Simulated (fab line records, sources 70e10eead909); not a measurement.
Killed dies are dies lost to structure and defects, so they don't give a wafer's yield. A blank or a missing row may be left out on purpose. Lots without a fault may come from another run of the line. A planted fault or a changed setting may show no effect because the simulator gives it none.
fab line records | flow nand_harc
record lots=6 wafers=18 last_day=23
route steps=1159 shown P_M0@256 P_M1@285 END@1159
lots that met no fault: from a run of the same line without faults
start_h: hours from the record's first day to the start of the lot's first wafer shown | wait_h: hours since the lot's step before | " the same as in the row above | L1.1+2: a row that stands for several wafers | - no value, or no start given | * or withheld: withheld | < > ~ a bound
route shown NAME@n: a module of which the file shows steps, and the number in the route of the first | usual: mean/standard deviation of fault-free wafers | same: alike in all rows | chamber/n: place in a boat | sites: the reading at each site | _std_site: their standard deviation | _edge_site: outer sites' mean less inner sites' | radius_mm: how far each site lies from the wafer's centre | mask NAME#n: copy n | behind: the tool/chamber that last shaped the wafer | hold: why the lot was held/for how many hours/how that ended | device: the transistor (n, p or np) that didn't switch | end of line: the same wafers' tests at the end of the route | a step without rows: its recipe alone | killed: dies lost to structure and defects at the first sort, not the wafer's yield | map: a wafer's dies, x killed, . not, _ none there
set.NAME: the setting as run; set.NAME@STEP: as run at that earlier step | model.NAME: the simulator's own value behind a step, which no gauge read
lots at some steps of the route; a table a step, a row a wafer
services: from which hour (start_h, from the record's first day; less than 0 if before it) a tool's chamber was out of use, for how many hours, and why
## steps
# step NHARC_P_M0_COAT_33
# recipe temp_c=200 time_s=65
# step NHARC_P_M0_COAT_03
# recipe spin_rpm=1500 resist_thk_nm=90
# step NHARC_P_M0_SOFTBAKE_04
# recipe temp_c=105 time_s=55
# step NHARC_P_M0_EBR_05
# step NHARC_P_M0_EXPOSE_06
# recipe na=1.35 target_cd_nm=90 dose_mj=81.28 mask_id=P_M0
# step NHARC_P_M0_PEB_07
# recipe peb_temp_c=100 peb_time_s=65
# step NHARC_P_M0_DEVELOP_08
# recipe develop_time_s=35 dev_temp_c=23
# step NHARC_P_M0_CD_MEAS_09
# recipe target_cd_nm=90 landing_energy_ev=500
# usual cd_nm=90.0/0.47
# columns lot.wafer tool chamber start_h wait_h cd_nm
L931.2 cd_sem-03 0 152.93 - 90.2
L931.3 " 0 " " 90.4
L931.5 " 0 " " 90.3
L933.2 cd_sem-01 0 157.53 - 90.0
L933.4 " 0 " " 90.4
L933.5 " 0 " " 90.3
L939.4 cd_sem-03 0 195.22 - 89.1
L939.5 " 0 " " 89.5
L939.6 " 0 " " 89.6
L940.1 cd_sem-03 0 208.78 - 90.6
L940.3 " 0 " " 89.8
L940.4 " 0 " " 90.5
L944.3 cd_sem-02 0 216.30 - 89.9
L944.5 " 0 " " 90.1
L944.6 " 0 " " 89.6
L945.4 cd_sem-03 0 223.33 - 90.1
L945.5 " 0 " " 90.2
L945.6 " 0 " " 90.2
# step NHARC_P_M0_OVL_MEAS_10
# recipe pitch_nm=180
# usual overlay_x_nm=0.1/0.76 overlay_y_nm=-0.1/0.62
# columns lot.wafer tool chamber start_h wait_h overlay_x_nm overlay_y_nm
L931.2 overlay-02 - 153.02 - -0.9 -1.6
L931.3 " - " " -1.0 -0.4
L931.5 " - " " -0.6 -0.5
L933.2 overlay-02 - 157.61 - 0.7 -0.2
L933.4 " - " " 0.8 -0.4
L933.5 " - " " 0.4 -0.3
L939.4 overlay-02 - 195.30 - 0.6 -0.8
L939.5 " - " " 1.2 -0.5
L939.6 " - " " 1.9 -0.2
L940.1 overlay-01 - 208.87 - -0.4 -0.2
L940.3 " - " " -0.9 -0.2
L940.4 " - " " -0.9 0.0
L944.3 overlay-02 - 216.38 - -1.4 0.1
L944.5 " - " " -1.4 0.5
L944.6 " - " " -1.2 0.1
L945.4 overlay-01 - 223.41 - -0.1 -0.5
L945.5 " - " " -0.4 -0.2
L945.6 " - " " -0.6 -0.5
# step NHARC_P_M0_INSPECT_11
# usual raw_defect_count=3.9/2.5
# columns lot.wafer tool chamber start_h wait_h raw_defect_count
L931.2 defect_inspect-01 - 153.06 0.0 6
L931.3 " - " " 2
L931.5 " - " " 7
L933.2 defect_inspect-01 - 157.65 0.0 2
L933.4 " - " " 5
L933.5 " - " " 2
L939.4 defect_inspect-02 - 195.35 0.0 5
L939.5 " - " " 3
L939.6 " - " " 4
L940.1 defect_inspect-02 - 208.90 0.0 2
L940.3 " - " " 6
L940.4 " - " " 2
L944.3 defect_inspect-02 - 216.42 0.0 6
L944.5 " - " " 13
L944.6 " - " " 5
L945.4 defect_inspect-01 - 223.45 0.0 5
L945.5 " - " " 9
L945.6 " - " " 0
# step NHARC_P_M0_DESCUM_14
# recipe time_s=3 o2_flow_sccm=200 ar_flow_sccm=0 bias_power_w=0 chemistry=O2
# usual drypump_motor_current_A=5.8/0.57 mfc_ar_sccm=0.013/0.013 oes_product_au=1.003/0.0079 rf_vpp_V=57.8/0.83 showerhead_plenum_p_Torr=1.90/0.086 throttle_valve_pct=11.310/0.0094
# same time_s=3
# columns lot.wafer tool chamber start_h wait_h drypump_motor_current_A mfc_ar_sccm oes_product_au rf_hours_counter_h rf_vpp_V showerhead_plenum_p_Torr throttle_valve_pct
L931.2 rie_diel-05 3 153.12 0.1 6.1 0 0.997 10 57.0 1.98 11.321
L931.3 " 1 " " 5.1 0.011 0.998 10 58.5 1.82 11.300
L931.5 " 3 " " 6.1 0 1.008 - 58.3 1.98 11.330
L933.4 rie_diel-05 0 157.71 0.1 6.4 0 1.006 10 58.1 1.82 11.328
L933.2 " 2 " " 6.5 0.017 1.011 10 56.8 1.88 11.322
L933.5 " 0 " " 6.3 0 0.997 - 58.6 1.82 11.297
L939.4 rie_diel-09 2 195.42 0.1 5.0 0.008 1.016 7 57.1 1.83 11.302
L939.6 " 0 " " 5.4 0.003 0.998 - 58.4 2.02 11.291
L939.5 " 1 " " 5.7 0.026 1.005 - 58.0 1.82 11.305
L940.4 rie_diel-09 0 208.96 0.1 5.4 0.003 0.992 9 58.6 2.02 11.308
L940.3 " 1 " " 5.6 0.026 0.988 9 56.4 1.82 11.325
L940.1 " 3 " " 6.6 0.022 0.999 8 58.3 2.02 11.308
L944.3 rie_diel-09 1 216.49 0.1 5.6 0.026 1.003 9 58.2 1.82 11.311
L944.6 " 3 " " 6.7 0.022 1.012 - 58.5 2.02 11.295
L944.5 " 0 " " 5.4 0.003 0.997 - 57.5 2.02 11.319
L945.4 rie_diel-09 1 223.54 0.1 5.6 0.026 1.011 - 57.0 1.82 11.293
L945.5 " 2 " " 4.9 0.008 1.012 - 57.8 1.83 11.295
L945.6 " 3 " " 6.6 0.022 1.006 - 57.4 2.02 11.311
# step NHARC_P_M0_ETCH_34
# recipe target_depth_a=400 overetch_a=120 time_s=43.94 ion_energy_ev=200 n2_flow_sccm=150 h2_flow_sccm=150 ar_flow_sccm=0 rf_w=400 bias_w=150 chemistry=N2/H2
# usual drypump_motor_current_A=5.8/0.59 mfc_ar_sccm=0.013/0.012 oes_product_au=1.004/0.0076 rf_vpp_V=430.0/2.7 showerhead_plenum_p_Torr=2.02/0.094 throttle_valve_pct=14.171/0.0092
# same time_s=43.94
# columns lot.wafer tool chamber start_h wait_h drypump_motor_current_A mfc_ar_sccm oes_product_au rf_hours_counter_h rf_vpp_V showerhead_plenum_p_Torr throttle_valve_pct
L931.3 rie_diel-05 0 153.21 0.1 6.4 0 0.999 10 429.1 1.94 14.168
L931.2 " 1 " " 5.1 0.011 1.006 10 427.2 1.94 14.158
L931.5 " 0 " " 6.4 0 1.001 - 427.9 1.94 14.171
L933.2 rie_diel-05 0 157.81 0.1 6.4 0 0.995 10 428.2 1.94 14.169
L933.4 " 1 " " 5.1 0.011 1.000 11 428.0 1.94 14.159
L933.5 " 3 " " 6.1 0 1.001 - 433.5 2.12 14.158
L939.4 rie_diel-09 0 195.50 0.1 5.4 0.003 0.999 8 434.9 2.15 14.163
L939.5 " 3 " " 6.7 0.022 1.004 - 431.9 2.16 14.171
L939.6 " 0 " " 5.4 0.003 1.005 - 433.0 2.15 14.176
L940.3 rie_diel-09 2 209.05 0.1 4.9 0.008 1.016 8 428.7 1.95 14.169
L940.4 " 0 " " 5.4 0.003 1.001 9 432.7 2.15 14.167
L940.1 " 1 " " 5.6 0.026 1.005 9 425.8 1.94 14.188
L944.3 rie_diel-09 1 216.58 0.1 5.6 0.026 0.997 9 427.4 1.94 14.169
L944.5 " 2 " " 5.0 0.008 1.010 - 427.8 1.95 14.164
L944.6 " 3 " " 6.6 0.022 1.008 - 434.2 2.16 14.151
L945.6 rie_diel-09 3 223.63 0.1 6.7 0.022 1.011 - 433.8 2.16 14.191
L945.4 " 1 " " 5.6 0.026 1.009 - 427.7 1.94 14.162
L945.5 " 2 " " 4.9 0.008 1.006 - 428.2 1.95 14.177
# step NHARC_P_M0_ETCH_15
# recipe target_depth_a=1500 overetch_a=150 time_s=82.5 c4f8_flow_sccm=withheld ar_flow_sccm=400 rf_w=600 bias_w=300 chemistry=C4F8/Ar
# usual oes_product_au=0.954/0.021 rf_vpp_V=440.4/2.8
# same time_s=82.5
# columns lot.wafer tool chamber start_h wait_h oes_product_au rf_hours_counter_h rf_vpp_V
L931.3 rie_diel-05 2 153.29 - 0.933 10 440.3
L931.2 " 3 " " 0.921 10 443.4
L931.5 " 3 " " 0.925 - 444.2
L933.2 rie_diel-05 0 157.89 - 0.926 10 438.5
L933.4 " 1 " " 0.962 11 437.4
L933.5 " 0 " " 0.930 - 436.8
L939.4 rie_diel-09 1 195.59 - 0.968 8 439.4
L939.5 " 0 " " 0.960 - 444.1
L939.6 " 1 " " 0.962 - 437.0
L940.4 rie_diel-09 0 209.14 - 0.927 9 445.1
L940.1 " 1 " " 0.908 9 438.3
L940.3 " 2 " " 0.933 8 438.4
L944.3 rie_diel-09 0 216.67 - 0.965 9 443.3
L944.6 " 1 " " 0.972 - 437.1
L944.5 " 2 " " 0.993 - 437.1
L945.6 rie_diel-09 3 223.74 - 0.971 - 443.9
L945.5 " 1 " " 0.967 - 439.9
L945.4 " 2 " " 0.975 - 438.1
# step NHARC_P_M0_CD_MEAS_16
# usual cd_nm=89.8/0.63
# columns lot.wafer tool chamber start_h wait_h cd_nm
L931.2 cd_sem-01 - 153.42 - 90.2
L931.3 " - " " 90.3
L931.5 " - " " 90.5
L933.2 cd_sem-01 - 158.02 - 90.3
L933.4 " - " " 90.9
L933.5 " - " " 90.5
L939.4 cd_sem-03 - 195.71 - 88.8
L939.5 " - " " 89.1
L939.6 " - " " 89.6
L940.1 cd_sem-01 - 209.26 - 90.3
L940.3 " - " " 90.1
L940.4 " - " " 90.3
L944.3 cd_sem-01 - 216.78 - 90.1
L944.5 " - " " 90.2
L944.6 " - " " 89.5
L945.4 cd_sem-03 - 223.86 - 90.0
L945.5 " - " " 89.5
L945.6 " - " " 89.6
# step NHARC_P_M0_STRIP_18
# recipe power_w=1000 n2_flow_sccm=150 h2_flow_sccm=150 ar_flow_sccm=0 bias_w=0 chemistry=N2/H2
# step NHARC_P_M0_STRIP_19
# recipe time_s=600 temp_c=30 chemistry=post_etch_residue_remover
# step NHARC_P_M0_DEGAS_28
# recipe temp_c=250 time_s=60
# usual heater_power_w=352/26 susceptor_temp_C=250.01/0.18
# same time_s=60
# columns lot.wafer tool chamber start_h wait_h heater_power_w susceptor_temp_C
L931.3 pvd_sputter-03 - 154.05 - 373 249.74
L931.2 " - " " 374 250.10
L931.5 " - " " 379 249.81
L933.4 pvd_sputter-02 - 158.66 - 366 250.37
L933.2 " - " " 353 249.86
L933.5 " - " " 363 249.87
L939.4 pvd_sputter-02 - 196.33 - 354 249.85
L939.5 " - " " 373 250.01
L939.6 " - " " 356 249.93
L940.3 pvd_sputter-01 - 209.89 - 373 249.90
L940.1 " - " " 320 249.94
L940.4 " - " " 326 250.03
L944.3 pvd_sputter-03 - 217.41 - 328 249.97
L944.5 " - " " 362 250.11
L944.6 " - " " 326 250.57
L945.4 pvd_sputter-02 - 224.50 - 376 -
L945.6 " - " " 334 -
L945.5 " - " " 364 -
# step NHARC_P_M0_PRE_CLEAN_29
# recipe time_s=30 temp_c=280 gas=H2/He
# step NHARC_P_M0_PVD_20
# recipe target_thk_a=50 bias_v=168.6 power_w=15000 chamber_pressure_pa=0.12 time_s=8.06 substrate_temp_c=50 material=TaN
# step NHARC_P_M0_PVD_21
# recipe target_thk_a=300 chamber_pressure_pa=5 power_w=5000 substrate_temp_c=30 time_s=20.49 material=Cu
# step NHARC_P_M0_ECD_22
# recipe target_thk_a=4000 bath_temp_c=25 material=Cu
# step NHARC_P_M0_ANNEAL_30
# recipe temp_c=225 time_s=90
# usual wafer_temp_C_max=226.30/0.28
# same time_s=90
# columns lot.wafer tool chamber start_h wait_h wafer_temp_C_max
L931.2 rtp_anneal-01 0 154.83 - 226.28
L931.3 " 0 " " 225.76
L931.5 " 0 " " 226.05
L933.2 rtp_anneal-02 0 159.51 0.4 226.32
L933.4 " 0 " " 225.69
L933.5 " 0 " " 226.51
L939.4 rtp_anneal-01 0 197.22 0.4 226.47
L939.5 " 0 " " 226.26
L939.6 " 0 " " 225.99
L940.1 rtp_anneal-01 0 210.66 0.3 226.09
L940.3 " 0 " " 225.99
L940.4 " 0 " " 226.10
L944.3 rtp_anneal-02 0 218.24 - 226.44
L944.5 " 0 " " 226.39
L944.6 " 0 " " 226.96
L945.4 rtp_anneal-02 0 225.55 0.5 226.60
L945.5 " 0 " " 226.91
L945.6 " 0 " " 226.50
# step NHARC_P_M0_CMP_23
# recipe t_overpolish_s=20 target_thk_nm=117.53
# step NHARC_P_M0_THK_MEAS_24
# recipe thk_meas_gauge=xrf
# usual thk_nm=117.4/1.3
# columns lot.wafer tool chamber start_h wait_h thk_nm
L931.2 film_metro-01 - 155.45 - 118.3
L931.3 " - " " 117.8
L931.5 " - " " 119.2
L933.2 film_metro-01 - 160.12 - 116.2
L933.4 " - " " 116.8
L933.5 " - " " 116.6
L939.4 film_metro-02 - 197.72 - 116.5
L939.5 " - " " 117.1
L939.6 " - " " 114.9
L940.1 film_metro-02 - 211.31 - 118.5
L940.3 " - " " 118.9
L940.4 " - " " 118.0
L944.3 film_metro-02 - 218.89 - 115.9
L944.5 " - " " 116.5
L944.6 " - " " 115.4
L945.4 film_metro-02 - 226.05 - 114.5
L945.5 " - " " 116.4
L945.6 " - " " 116.3
# step NHARC_P_M0_SRD_25
# step NHARC_P_M0_PRE_CLEAN_31
# recipe time_s=12 temp_c=370 rf_power_w=300 gas=NH3
# usual heater_power_w=612/100 susceptor_temp_C=370.01/0.2
# same time_s=12
# columns lot.wafer tool chamber start_h wait_h heater_power_w susceptor_temp_C
L931.2 pecvd-03 2 155.67 0.1 583 370.16
L931.3 " 1 " " 760 369.82
L931.5 " 0 " " 517 370.00
L933.2 pecvd-03 2 160.57 0.3 580 369.92
L933.5 " 0 " " 520 370.09
L933.4 " 2 " " 561 370.03
L939.5 pecvd-03 0 198.02 0.1 518 369.94
L939.6 " 1 " " 732 369.83
L939.4 " 2 " " 543 370.17
L940.3 pecvd-04 2 211.55 0.1 589 369.78
L940.1 " 0 " " 750 370.20
L940.4 " 1 " " 644 369.80
L944.3 pecvd-02 1 219.11 0.1 510 370.27
L944.6 " 1 " " 519 370.01
L944.5 " 2 " " 681 370.07
L945.4 pecvd-04 1 226.31 0.1 577 369.90
L945.6 " 2 " " 657 369.55
L945.5 " 0 " " 667 369.84
# step NHARC_P_M0_DEP_32
# recipe target_thk_a=300 temp_c=370 target_thk_nm=30 pressure_torr=3 flow_sccm=200 rf_w=450 material=SiCN
# step NHARC_P_M1_DEP_00
# recipe target_thk_a=1825 target_thk_nm=182.5 temp_c=withheld pressure_torr=5 flow_sccm=200 rf_w=600 material=SiOC
# step NHARC_P_M1_DEHYDRATE_01
# recipe temp_c=150 time_s=120
# step NHARC_P_M1_HMDS_02
# recipe time_s=30
# step NHARC_P_M1_COAT_34
# recipe temp_c=200 time_s=65
# step NHARC_P_M1_COAT_03
# recipe spin_rpm=1500 resist_thk_nm=90
# step NHARC_P_M1_SOFTBAKE_04
# recipe temp_c=105 time_s=55
# step NHARC_P_M1_EBR_05
# step NHARC_P_M1_EXPOSE_06
# recipe na=1.35 target_cd_nm=130 dose_mj=81.88 mask_id=P_M1
# step NHARC_P_M1_PEB_07
# recipe peb_temp_c=100 peb_time_s=65
# step NHARC_P_M1_DEVELOP_08
# recipe develop_time_s=35 dev_temp_c=23
# step NHARC_P_M1_CD_MEAS_09
# recipe target_cd_nm=130 landing_energy_ev=500
# usual cd_nm=130.1/0.6
# columns lot.wafer tool chamber start_h wait_h cd_nm
L931.2 cd_sem-03 0 157.03 - 129.3
L931.3 " 0 " " 129.5
L931.5 " 0 " " 129.7
L933.2 cd_sem-03 0 161.85 - 129.6
L933.4 " 0 " " 130.0
L933.5 " 0 " " 130.6
L939.4 cd_sem-02 0 199.40 - 130.7
L939.5 " 0 " " 130.7
L939.6 " 0 " " 130.4
L940.1 cd_sem-03 0 212.89 - 128.7
L940.3 " 0 " " 129.0
L940.4 " 0 " " 129.2
L944.3 cd_sem-02 0 220.43 - 131.0
L944.5 " 0 " " 129.4
L944.6 " 0 " " 129.5
L945.4 cd_sem-02 0 228.26 - 131.5
L945.5 " 0 " " 131.0
L945.6 " 0 " " 130.9
# step NHARC_P_M1_OVL_MEAS_10
# recipe pitch_nm=260
# usual overlay_x_nm=0.1/0.69 overlay_y_nm=0.0/0.81
# columns lot.wafer tool chamber start_h wait_h overlay_x_nm overlay_y_nm
L931.2 overlay-02 - 157.12 - -1.4 -0.2
L931.3 " - " " -1.2 -0.2
L931.5 " - " " -0.9 -0.3
L933.2 overlay-01 - 161.94 - -0.5 -0.5
L933.4 " - " " -0.2 -1.3
L933.5 " - " " -0.3 -0.9
L939.4 overlay-01 - 199.48 - 0.6 -0.4
L939.5 " - " " 0.5 -0.1
L939.6 " - " " 0.0 -1.0
L940.1 overlay-02 - 212.98 - 1.0 0.3
L940.3 " - " " 1.1 0.1
L940.4 " - " " 0.7 0.1
L944.3 overlay-02 - 220.51 - 0.2 -0.4
L944.5 " - " " 0.6 -0.5
L944.6 " - " " -0.2 -1.0
L945.4 overlay-01 - 228.35 - 0.9 -0.1
L945.5 " - " " 0.6 0.1
L945.6 " - " " 0.3 -0.2
# step NHARC_END_SORT_01
# recipe temp_c=25
# usual defect_limited_yield=95.2/1.6 killed_at_array=28/11 killed_at_other=0.8/1.3 killed_at_periphery=3.6/2.5 killed_dies=32/11 killed_open=3.0/1.8 killed_short=2.0/1.5 sort_bin_2_pct=1.5/0.66 sort_bin_3_pct=0.25/0.23 sort_bin_4_pct=3.0/1.1 sort_n_pass=645/11 sort_rim_yield_pct=96.0/2.9 sort_yield_pct=95.2/1.6
# same gross_dies=677 sort_bin_5_pct[%]=0 sort_bin_6_pct[%]=0 sort_bin_7_pct[%]=0 sort_bin_8_pct[%]=0 sort_rim_n_gross=106.00
# columns lot.wafer tool chamber start_h wait_h defect_limited_yield[%] killed_at_array killed_at_other killed_at_periphery killed_dies killed_open killed_short sort_bin_2_pct[%] sort_bin_3_pct[%] sort_bin_4_pct[%] sort_n_pass sort_rim_yield_pct[%] sort_yield_pct[%]
L939.4 prober-02 0 518.76 3.4 95.0 33 0 1 34 2 0 1.3 0.15 3.5 643 95.3 95.0
L939.5 prober-02 0 519.57 3.7 94.2 36 0 3 39 6 2 1.8 0 4.0 638 94.3 94.2
L939.6 prober-02 0 520.37 4.0 95.3 31 0 1 32 2 1 2.1 0.15 2.5 645 98.1 95.3
L940.1 prober-02 0 524.24 2.5 96.2 25 0 1 26 5 1 1.9 0.44 1.5 651 97.2 96.2
L940.3 prober-02 0 525.83 3.1 95.9 25 0 3 28 3 1 1.8 0.30 2.1 649 92.5 95.9
L940.4 prober-02 0 526.62 3.4 94.4 36 0 2 38 3 3 1.6 0 4.0 639 94.3 94.4
L944.3 prober-02 0 541.60 3.1 83.3 25 5 83 113 3 1 6.2 4.43 6.1 564 82.1 83.3
L944.5 prober-02 0 543.17 3.6 82.3 25 2 93 120 4 2 8.0 4.58 5.2 557 96.2 82.3
L944.6 prober-02 0 543.96 3.9 82.9 20 1 95 116 6 0 6.6 2.51 8.0 561 94.3 82.9
L945.4 prober-02 0 550.16 3.4 80.1 44 3 88 135 5 1 8.4 4.14 7.4 542 97.2 80.1
L945.5 prober-02 0 550.97 3.7 79.9 38 1 97 136 2 2 8.4 3.69 8.0 541 93.4 79.9
L945.6 prober-02 0 551.78 4.0 79.5 46 3 90 139 5 1 7.2 3.99 9.3 538 95.3 79.5
# killed by level:class
L939.4 A_SLIT:chamber_film_flake=19 A_STAIRCASE:chamber_film_flake=6 A_CHANNEL_HOLE_D1:chamber_film_flake=3 A_ZERO_WELL:chamber_film_flake=2 A_CONTACT:chamber_film_flake=2 P_M0:geometric_particle:open=1 A_BLC:geometric_particle:open=1
L939.5 A_SLIT:chamber_film_flake=17 A_CHANNEL_HOLE_D1:chamber_film_flake=9 A_STAIRCASE:chamber_film_flake=3 A_BLC:geometric_particle:open=2 P_M0:geometric_particle:open=1 P_M1:geometric_particle:short=1 A_ONON_D1:geometric_particle:open=1 A_SGD_CUT:geometric_particle:open=1
L939.6 A_SLIT:chamber_film_flake=13 A_CHANNEL_HOLE_D1:chamber_film_flake=7 A_STAIRCASE:chamber_film_flake=4 A_CONTACT:chamber_film_flake=3 P_CONTACT:geometric_particle:open=1 A_CONTACT:geometric_particle:short=1 A_M0:geometric_particle:open=1 A_ZERO_WELL:chamber_film_flake=1
L940.1 A_CHANNEL_HOLE_D1:chamber_film_flake=14 A_M0:geometric_particle:open=2 A_STAIRCASE:chamber_film_flake=2 A_CONTACT:chamber_film_flake=2 P_CONTACT:geometric_particle:open=1 A_ONON_D1:geometric_particle:open=1 A_ONON_D1:geometric_particle:short=1 A_CONTACT:geometric_particle:open=1
L940.3 A_CHANNEL_HOLE_D1:chamber_film_flake=13 A_CONTACT:chamber_film_flake=5 P_STI:chamber_film_flake=2 A_STAIRCASE:chamber_film_flake=2 A_CHANNEL_HOLE_D1:geometric_particle:short=1 A_WL_FILL:geometric_particle:open=1 A_CONTACT:geometric_particle:open=1 A_M0:geometric_particle:open=1
L940.4 A_CHANNEL_HOLE_D1:chamber_film_flake=24 A_CONTACT:chamber_film_flake=6 P_ZERO_WELL:geometric_particle:short=1 A_ONON_D1:geometric_particle:open=1 A_CHANNEL_FILL_D1:geometric_particle:open=1 A_SGD_CUT:geometric_particle:short=1 A_M0:geometric_particle:short=1 A_M1:geometric_particle:open=1
L944.3 P_M0:unspecified=76 A_CHANNEL_HOLE_D1:chamber_film_flake=7 A_CONTACT:chamber_film_flake=6 THIN_TSV:chamber_film_flake=5 P_M2:chamber_film_flake=3 A_STAIRCASE:chamber_film_flake=3 A_WL_FILL:chamber_film_flake=3 A_CHANNEL_FILL_D1:chamber_film_flake=2
L944.5 P_M0:unspecified=84 A_CHANNEL_HOLE_D1:chamber_film_flake=9 A_STAIRCASE:chamber_film_flake=5 A_CONTACT:chamber_film_flake=4 P_ZERO_WELL:chamber_film_flake=3 P_STI:chamber_film_flake=2 P_M1:chamber_film_flake=2 THIN_TSV:chamber_film_flake=2
L944.6 P_M0:unspecified=87 A_CHANNEL_HOLE_D1:chamber_film_flake=8 A_M0:geometric_particle:open=3 P_M2:chamber_film_flake=3 A_STAIRCASE:chamber_film_flake=3 A_CHANNEL_FILL_D1:geometric_particle:open=2 P_ZERO_WELL:chamber_film_flake=2 P_GATE:chamber_film_flake=2
L945.4 P_M0:unspecified=83 A_CHANNEL_HOLE_D1:chamber_film_flake=21 A_SLIT:chamber_film_flake=13 A_CONTACT:chamber_film_flake=4 P_GATE:chamber_film_flake=3 THIN_TSV:chamber_film_flake=3 A_BLC:geometric_particle:open=2 P_CONTACT:geometric_particle:open=1
L945.5 P_M0:unspecified=90 A_SLIT:chamber_film_flake=21 A_CHANNEL_HOLE_D1:chamber_film_flake=13 P_GATE:chamber_film_flake=4 A_CONTACT:chamber_film_flake=2 P_GATE:geometric_particle:short=1 P_CONTACT:geometric_particle:short=1 P_M0:geometric_particle:open=1
L945.6 P_M0:unspecified=88 A_SLIT:chamber_film_flake=21 A_CHANNEL_HOLE_D1:chamber_film_flake=14 A_STAIRCASE:chamber_film_flake=4 THIN_TSV:chamber_film_flake=3 A_CONTACT:geometric_particle:open=2 P_M2:chamber_film_flake=2 A_SOURCE_PLATE:geometric_particle:open=1
# map L944.5 (x killed, . not)
____________.____________
_________......._________
_______..........._______
______.............______
_____..............._____
____.......x.........____
____.x....x..........____
___...................___
___...................___
__...xxx...............__
__..x.x...xx...........__
_.....x.......x........._
_....x.......x..x....x.._
_..x..x................._
_...........x..........._
_...................x..._
...x...x...xx..x.........
.............x...........
.........xx....x.x.......
....x......xxxxx.........
..........xxxxxxx.x......
_.........xxxxxxx......._
_........xxxxxxxxx......_
_........x.xxxxxxx......_
_.........xxxxxxxx......_
_........xxxxxxxxx......_
__x.......xxxxxxxx.....__
__.......x.xxxxxx......__
___........xxxxx......___
___...x....xxxx....x..___
____.....x...x..x....____
____.................____
_____..............._____
______....x...x...x______
_______..........x_______
_________.....x._________
____________.____________
# map L945.6 (x killed, . not)
____________.____________
_________......._________
_______.........x._______
______..........x..______
_____..............._____
____.................____
____.x......x..x.....____
___........xx.xxx.....___
___xx..x.x..xxxxxxx...___
__...xx....xxxxxxx.....__
__x.xx.x...xxxxxxx.....__
_..x.x.x..xxxxxxxxxx...._
_.x..xxx..xxxxxxxxx....x_
_..x..xx....xxxxxxx....._
_.....x....xxxxxxxx....._
_..........xxxxxxxx.x..._
...........xxxxxxx.......
.............xxxx........
....x.......xx.x.x.......
.....x.x......x.x....x...
...x............x........
_.xx.x.................._
_...x.x.......xx........_
_...x.x................._
_...x.x............x...._
_....x.........x.......x_
__.....................__
__.x...............x...__
___...................___
___...............x...___
____.x...............____
____.................____
_____...........x..._____
______.............______
_______..........._______
_________......._________
____________.____________
## services
# columns tool chamber start_h hours kind
pecvd-03 - 129.79 8.6 repair
rie_diel-05 0 131.24 4.3 repair
pvd_sputter-03 - 133.31 2.0 repair
rie_diel-09 0 135.22 - clean
rie_diel-09 1 135.22 - clean
rie_diel-09 2 135.22 - clean
rie_diel-09 3 135.22 - clean
pecvd-02 - 137.56 0.9 repair
pvd_sputter-01 - 152.11 2.6 repair
pecvd-02 - 153.03 13.0 pm
pvd_sputter-01 - 158.00 10.0 pm
rie_diel-09 0 159.82 - clean
rie_diel-09 1 159.82 - clean
rie_diel-09 2 159.82 - clean
rie_diel-09 3 159.82 - clean
rie_diel-05 - 163.60 9.0 pm
rie_diel-09 3 178.54 15.0 repair
pecvd-02 2 180.33 7.4 repair
pecvd-04 - 195.21 13.0 pm
pecvd-03 1 203.19 12.2 repair
pvd_sputter-02 - 206.14 3.0 repair
pvd_sputter-02 - 214.00 10.0 pm
pecvd-03 - 217.27 2.7 repair
rie_diel-09 0 223.01 9.5 repair
## key
first_sign step=NHARC_END_SORT_01 reading=killed_at_periphery direction=up sigmas=35 usual=3.6 struck=91
effect step=NHARC_END_SORT_01 reading=killed_dies direction=up sigmas=8.5 usual=32 struck=126
more_kills_born_at NHARC_P_M0_ETCH_15@rie_diel-09=508
met_at NHARC_P_M0_ETCH_15
struck_wafers L944.3,L944.5,L944.6,L945.4,L945.5,L945.6
onset_between 209.14 216.67
also_fits time
fault kind=chamber_particle_source tool=rie_diel-09 chamber=- onset_h=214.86 steps=NHARC_P_M0_ETCH_15 rate_per_visit_cm2=1.0151 end_h=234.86
